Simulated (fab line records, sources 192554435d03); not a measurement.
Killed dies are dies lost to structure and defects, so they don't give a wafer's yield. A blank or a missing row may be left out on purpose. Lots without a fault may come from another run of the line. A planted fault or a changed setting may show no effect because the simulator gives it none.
Split-lot experiment | flow n5_finfet | 7 lots, 39 wafers read, on a route of 1938 steps

THE SPLIT
At N5_BEOL_M6_ETCH_62 (etches SOC in N2/H2, target depth 110 nm, overetch 22 nm, time 165 s), the setting target_depth_a was moved away from the recipe's 1100 angstrom on 15 of the 39 wafers read, by -58.9% to +30.8%. The other wafers ran this setting at the recipe's value.

FROM THE SPLIT TO THE READING: what the file shows between them, 6 steps
- N5_BEOL_M6_STRIP_68: strips in N2/H2
- N5_BEOL_M6_STRIP_67: strips in CF4
- N5_BEOL_M6_HM_OPEN_17: chemistry Cl2/BCl3, target TiN, target depth 20 nm, overetch 6 nm
- N5_BEOL_M6_STRIP_19: strips in O2
- N5_BEOL_M6_STRIP_69: strips in N2/H2
- N5_BEOL_M6_STRIP_73: strips in N2/H2

THE READING
oes_product_au, in a.u., at N5_BEOL_M6_VIA_ETCH_34 (etches SiCOH lowk in C4F6/O2, target depth 126.3 nm, time 50.9 s). Fault-free wafers of this fab line usually give 0.81 a.u., standard deviation 0.095 a.u..

wafer  | tool, chamber at the split | target_depth_a as run, angstrom | against the recipe | oes_product_au, a.u. | against lot-mates on the recipe
L078.1 | rie_diel-01, 3             | 1100                            | recipe             | 0.80                 | -
L078.2 | rie_diel-01, 1             | 1100                            | recipe             | 0.92                 | -
L078.3 | rie_diel-01, 2             | 1100                            | recipe             | 0.79                 | -
L078.4 | rie_diel-01, 0             | 1100                            | recipe             | 0.69                 | -
L078.5 | rie_diel-01, 3             | 1100                            | recipe             | 0.69                 | -
L078.6 | rie_diel-01, 0             | 1100                            | recipe             | 0.93                 | -
L084.1 | rie_diel-03, 0             | 1439                            | +30.8%             | 0.89                 | +0.12
L084.2 | rie_diel-03, 3             | 1100                            | recipe             | 0.77                 | -
L084.3 | rie_diel-03, 2             | 1100                            | recipe             | 0.77                 | -
L084.4 | rie_diel-03, 1             | 1100                            | recipe             | 0.78                 | -
L084.5 | rie_diel-03, 3             | 1439                            | +30.8%             | 0.78                 | +0.01
L084.6 | rie_diel-03, 0             | 1439                            | +30.8%             | 0.89                 | +0.12
L086.1 | rie_diel-02, 2             | 653.9                           | -40.6%             | 0.34                 | -0.53
L086.2 | rie_diel-02, 3             | 653.9                           | -40.6%             | 0.26                 | -0.61
L086.3 | rie_diel-02, 0             | 1100                            | recipe             | 0.96                 | -
L086.4 | rie_diel-02, 3             | 1100                            | recipe             | 0.69                 | -
L086.5 | rie_diel-02, 0             | 1100                            | recipe             | 0.96                 | -
L086.6 | rie_diel-02, 2             | 653.9                           | -40.6%             | 0.26                 | -0.61
L089.1 | rie_diel-02, 2             | 452.2                           | -58.9%             | 0.38                 | -0.46
L089.2 | rie_diel-02, 0             | 1100                            | recipe             | 0.87                 | -
L089.3 | rie_diel-02, 3             | 452.2                           | -58.9%             | 0.29                 | -0.55
L089.4 | rie_diel-02, 1             | 1100                            | recipe             | 0.77                 | -
L089.5 | rie_diel-02, 2             | 452.2                           | -58.9%             | 0.38                 | -0.46
L089.6 | rie_diel-02, 1             | 1100                            | recipe             | 0.88                 | -
L095.1 | rie_diel-01, 2             | 1100                            | recipe             | 0.85                 | -
L095.2 | rie_diel-01, 1             | 629.3                           | -42.8%             | 0.29                 | -0.50
L095.3 | rie_diel-01, 0             | 1100                            | recipe             | 0.81                 | -
L095.4 | rie_diel-01, 3             | 1100                            | recipe             | 0.71                 | -
L095.5 | rie_diel-01, 1             | 629.3                           | -42.8%             | 0.30                 | -0.49
L095.6 | rie_diel-01, 0             | 629.3                           | -42.8%             | 0.27                 | -0.52
L096.1 | rie_diel-03, 3             | 1100                            | recipe             | 0.72                 | -
L096.2 | rie_diel-03, 0             | 654.8                           | -40.5%             | 0.32                 | -0.48
L096.3 | rie_diel-03, 1             | 654.8                           | -40.5%             | 0.30                 | -0.50
L096.4 | rie_diel-03, 1             | 654.8                           | -40.5%             | 0.29                 | -0.51
L096.5 | rie_diel-03, 0             | 1100                            | recipe             | 0.81                 | -
L096.6 | rie_diel-03, 3             | 1100                            | recipe             | 0.86                 | -
L097.2 | rie_diel-03, 0             | 1100                            | recipe             | 0.85                 | -
L097.3 | rie_diel-03, 3             | 1100                            | recipe             | 0.95                 | -
L097.5 | rie_diel-03, 3             | 1100                            | recipe             | 0.95                 | -

THE FIT
A straight line over all 39 wafers: oes_product_au changes by +0.00913 a.u. for each +1% of target_depth_a; r = +0.89; the points scatter about the line by 0.12 a.u..
The same after taking each lot's own level away (the mean of its wafers on the recipe; 39 wafers): +0.00944 a.u. for each +1%; r = +0.91; scatter 0.11 a.u..
On that fit, the largest move of target_depth_a shifts the reading by 0.56 a.u..
The lots' own levels span 0.773 to 0.917 a.u., that is 1.5 times the standard deviation above.
So the lot-to-lot level changes the slope little: the two slopes agree.
Check: with one of the wafers moved furthest among these (-58.9%) left out of the fit, the line predicts -0.618 a.u. for it against its lot-mates. It came out at -0.46 a.u. against them.

OTHER SPLITS ON THESE WAFERS
These wafers also went through other splits before the reading. Each is held against what the fit with the lots' levels taken away leaves over:
other split on the same wafers        | wafers away from the commonest value | r with oes_product_au (lot level and that fit taken away)
N5_BEOL_M3_ILD_DEP_00 time_s          | 15                                   | -0.09
N5_BEOL_M4_VIA_ETCH_34 target_depth_a | 12                                   | +0.18

THE WHOLE CHAIN: every reading that the file lists as answering this split, in the file's order
step                   | what it does                                                         | reading                                                                          | change (the file's fit)                                                              | r (the file's)
N5_BEOL_M6_ETCH_62     | etches SOC in N2/H2, target depth 110 nm, overetch 22 nm, time 165 s | etch.depth_nm (the simulator's own value, which no gauge read)                   | +0.368 nm for each +1% of the setting                                                | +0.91
N5_BEOL_M6_ETCH_62     | etches SOC in N2/H2, target depth 110 nm, overetch 22 nm, time 165 s | SiARC_of_BEOL_M6_COAT_60.thk_nm (the simulator's own value, which no gauge read) | -0.0547 nm for each +1% of the setting                                               | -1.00
N5_BEOL_M6_ETCH_62     | etches SOC in N2/H2, target depth 110 nm, overetch 22 nm, time 165 s | BEOL_M6.cd_offset_nm (the simulator's own value, which no gauge read)            | +0.0244 nm for each +1% of the setting                                               | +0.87
N5_BEOL_M6_HM_OPEN_17  | chemistry Cl2/BCl3, target TiN, target depth 20 nm, overetch 6 nm    | etch.depth_nm (the simulator's own value, which no gauge read)                   | not straight: 19.95 at the lowest setting, 20.01 at the recipe, 16.03 at the highest | not given
N5_BEOL_M6_HM_OPEN_17  | chemistry Cl2/BCl3, target TiN, target depth 20 nm, overetch 6 nm    | BEOL_M6.cd_offset_nm (the simulator's own value, which no gauge read)            | +0.0246 nm for each +1% of the setting                                               | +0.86
N5_BEOL_M6_VIA_ETCH_34 | etches SiCOH lowk in C4F6/O2, target depth 126.3 nm, time 50.9 s     | oes_product_au                                                                   | +0.0101 a.u. for each +1% of the setting                                             | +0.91

THE FILE'S OWN FIT
oes_product_au changes by +0.0101 a.u. for each +1% of target_depth_a, r = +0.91.
